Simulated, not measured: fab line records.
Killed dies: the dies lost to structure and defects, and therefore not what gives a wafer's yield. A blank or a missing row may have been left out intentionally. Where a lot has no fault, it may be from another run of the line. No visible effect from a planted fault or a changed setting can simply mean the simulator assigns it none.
Which tool did it? :: flow n5Finfet :: 12 lots, 36 wafers sampled, at 6 steps of a route of 1938

WHAT THE GAUGES READ, wafer by wafer
N5_BEOL_M2_CD_MEAS_11 targets a cd of 16.79 nm.
lot: L075
measured: day 6 23:29
on: cdSem-03
cdNm (nm): 16.77 16.79 16.97

lot: L078
measured: day 7 11:58
on: cdSem-03
cdNm (nm): 16.94 16.90 16.86

lot: L080
measured: day 8 01:57
on: cdSem-01
cdNm (nm): 16.33 17.05 16.76

lot: L082
measured: day 8 13:26
on: cdSem-01
cdNm (nm): 16.60 16.77 17.10

lot: L084
measured: day 8 23:37
on: cdSem-01
cdNm (nm): 17.03 17.10 17.25

lot: L086
measured: day 9 12:25
on: cdSem-01
cdNm (nm): 16.52 16.83 16.54

lot: L089
measured: day 9 23:41
on: cdSem-01
cdNm (nm): 16.82 16.81 16.88

lot: L090
measured: day 10 08:28
on: cdSem-02
cdNm (nm): 16.82 17.21 16.72

lot: L092
measured: day 10 21:27
on: cdSem-03
cdNm (nm): 16.61 16.88 16.95

lot: L076
measured: day 11 12:50
on: cdSem-02
cdNm (nm): 17.11 17.07 17.03

lot: L095
measured: day 12 11:23
on: cdSem-01
cdNm (nm): 16.74 16.87 17.22

lot: L096
measured: day 12 18:13
on: cdSem-03
cdNm (nm): 16.43 16.84 16.41

WHICH TOOL RAN EACH LOT (tool, then ch and the chambers of the sampled wafers, then the start)
lot: L075
N5_BEOL_M1_DEGAS_44: pvdSputter-02, day 6 18:23
N5_BEOL_M1_SPUTTER_48: pvdSputter-01, day 6 18:59
N5_BEOL_M1_ANNEAL_49: pvdSputter-01, day 6 19:04
N5_BEOL_M1_SPUTTER_96: pvdSputter-01, day 6 20:44
N5_BEOL_M1_PRE_CLEAN_60: cvdCo-01 ch 0,2, day 6 21:40

lot: L078
N5_BEOL_M1_DEGAS_44: pvdSputter-03, day 7 06:16
N5_BEOL_M1_SPUTTER_48: pvdSputter-01, day 7 07:05
N5_BEOL_M1_ANNEAL_49: pvdSputter-01, day 7 07:10
N5_BEOL_M1_SPUTTER_96: pvdSputter-01, day 7 08:50
N5_BEOL_M1_PRE_CLEAN_60: cvdCo-01 ch 0,2, day 7 09:40

lot: L080
N5_BEOL_M1_DEGAS_44: pvdSputter-02, day 7 18:11
N5_BEOL_M1_SPUTTER_48: pvdSputter-01, day 7 18:53
N5_BEOL_M1_ANNEAL_49: pvdSputter-01, day 7 18:58
N5_BEOL_M1_SPUTTER_96: pvdSputter-01, day 7 20:38
N5_BEOL_M1_PRE_CLEAN_60: cvdCo-02 ch 1,2, day 7 21:28

lot: L082
N5_BEOL_M1_DEGAS_44: pvdSputter-02, day 8 08:35
N5_BEOL_M1_SPUTTER_48: pvdSputter-02, day 8 09:18
N5_BEOL_M1_ANNEAL_49: pvdSputter-02, day 8 09:23
N5_BEOL_M1_SPUTTER_96: pvdSputter-02, day 8 11:04
N5_BEOL_M1_PRE_CLEAN_60: cvdCo-02 ch 1,2, day 8 11:53

lot: L084
N5_BEOL_M1_DEGAS_44: pvdSputter-02, day 8 17:36
N5_BEOL_M1_SPUTTER_48: pvdSputter-03, day 8 19:20
N5_BEOL_M1_ANNEAL_49: pvdSputter-03, day 8 19:25
N5_BEOL_M1_SPUTTER_96: pvdSputter-03, day 8 21:05
N5_BEOL_M1_PRE_CLEAN_60: cvdCo-01 ch 0,1,2, day 8 22:11

lot: L086
N5_BEOL_M1_DEGAS_44: pvdSputter-03, day 9 06:26
N5_BEOL_M1_SPUTTER_48: pvdSputter-01, day 9 08:41
N5_BEOL_M1_ANNEAL_49: pvdSputter-01, day 9 08:46
N5_BEOL_M1_SPUTTER_96: pvdSputter-01, day 9 10:26
N5_BEOL_M1_PRE_CLEAN_60: cvdCo-01 ch 0,1,2, day 9 11:17

lot: L089
N5_BEOL_M1_DEGAS_44: pvdSputter-02, day 9 19:13
N5_BEOL_M1_SPUTTER_48: pvdSputter-01, day 9 19:53
N5_BEOL_M1_ANNEAL_49: pvdSputter-01, day 9 19:58
N5_BEOL_M1_SPUTTER_96: pvdSputter-01, day 9 21:38
N5_BEOL_M1_PRE_CLEAN_60: cvdCo-01 ch 0,2, day 9 22:28

lot: L090
N5_BEOL_M1_DEGAS_44: pvdSputter-02, day 10 04:12
N5_BEOL_M1_SPUTTER_48: pvdSputter-03, day 10 05:01
N5_BEOL_M1_ANNEAL_49: pvdSputter-03, day 10 05:05
N5_BEOL_M1_SPUTTER_96: pvdSputter-03, day 10 06:46
N5_BEOL_M1_PRE_CLEAN_60: cvdCo-02 ch 1,2, day 10 07:35

lot: L092
N5_BEOL_M1_DEGAS_44: pvdSputter-03, day 10 15:38
N5_BEOL_M1_SPUTTER_48: pvdSputter-02, day 10 16:38
N5_BEOL_M1_ANNEAL_49: pvdSputter-02, day 10 16:43
N5_BEOL_M1_SPUTTER_96: pvdSputter-02, day 10 18:23
N5_BEOL_M1_PRE_CLEAN_60: cvdCo-02 ch 0,2, day 10 19:13

lot: L076
N5_BEOL_M1_DEGAS_44: pvdSputter-02, day 11 08:37
N5_BEOL_M1_SPUTTER_48: pvdSputter-02, day 11 09:23
N5_BEOL_M1_ANNEAL_49: pvdSputter-02, day 11 09:28
N5_BEOL_M1_SPUTTER_96: pvdSputter-02, day 11 11:09
N5_BEOL_M1_PRE_CLEAN_60: cvdCo-01 ch 0,1, day 11 11:59

lot: L095
N5_BEOL_M1_DEGAS_44: pvdSputter-01, day 12 06:35
N5_BEOL_M1_SPUTTER_48: pvdSputter-03, day 12 07:27
N5_BEOL_M1_ANNEAL_49: pvdSputter-03, day 12 07:32
N5_BEOL_M1_SPUTTER_96: pvdSputter-03, day 12 09:13
N5_BEOL_M1_PRE_CLEAN_60: cvdCo-01 ch 0,1,2, day 12 10:12

lot: L096
N5_BEOL_M1_DEGAS_44: pvdSputter-02, day 12 10:52
N5_BEOL_M1_SPUTTER_48: pvdSputter-03, day 12 13:01
N5_BEOL_M1_ANNEAL_49: pvdSputter-03, day 12 13:06
N5_BEOL_M1_SPUTTER_96: pvdSputter-03, day 12 14:47
N5_BEOL_M1_PRE_CLEAN_60: cvdCo-01 ch 1,2, day 12 16:02
- N5_BEOL_M1_DEGAS_44: time 60 s.
- N5_BEOL_M1_SPUTTER_48: material Cu, target thk 4.5 nm, time 8.29 s.
- N5_BEOL_M1_ANNEAL_49: time 240 s.
- N5_BEOL_M1_SPUTTER_96: material Cu, target thk 4.5 nm, time 8.29 s.
- N5_BEOL_M1_PRE_CLEAN_60: time 15 s.

THE ANSWER, worked out from the rows above alone
Rule: what is usual is taken from the lots themselves. The widest of any qualifying gaps counts: lots, ordered by their means at a reading, are off when they make up no more than a third of the lots, leave a main group of 4 or more, and stand apart from it by 3 or more times the standard deviation of that group's means. If all means in a main group match to the digits the tables above print for the reading, that group is not used. Also off: a lot with no number at a reading for which 4 or more lots have one. Any other lot the step has rows for is counted as sound.
Across all readings shown, no lot is off: no conclusion can be drawn from this.

WHAT THE SIMULATOR HAD INSERTED
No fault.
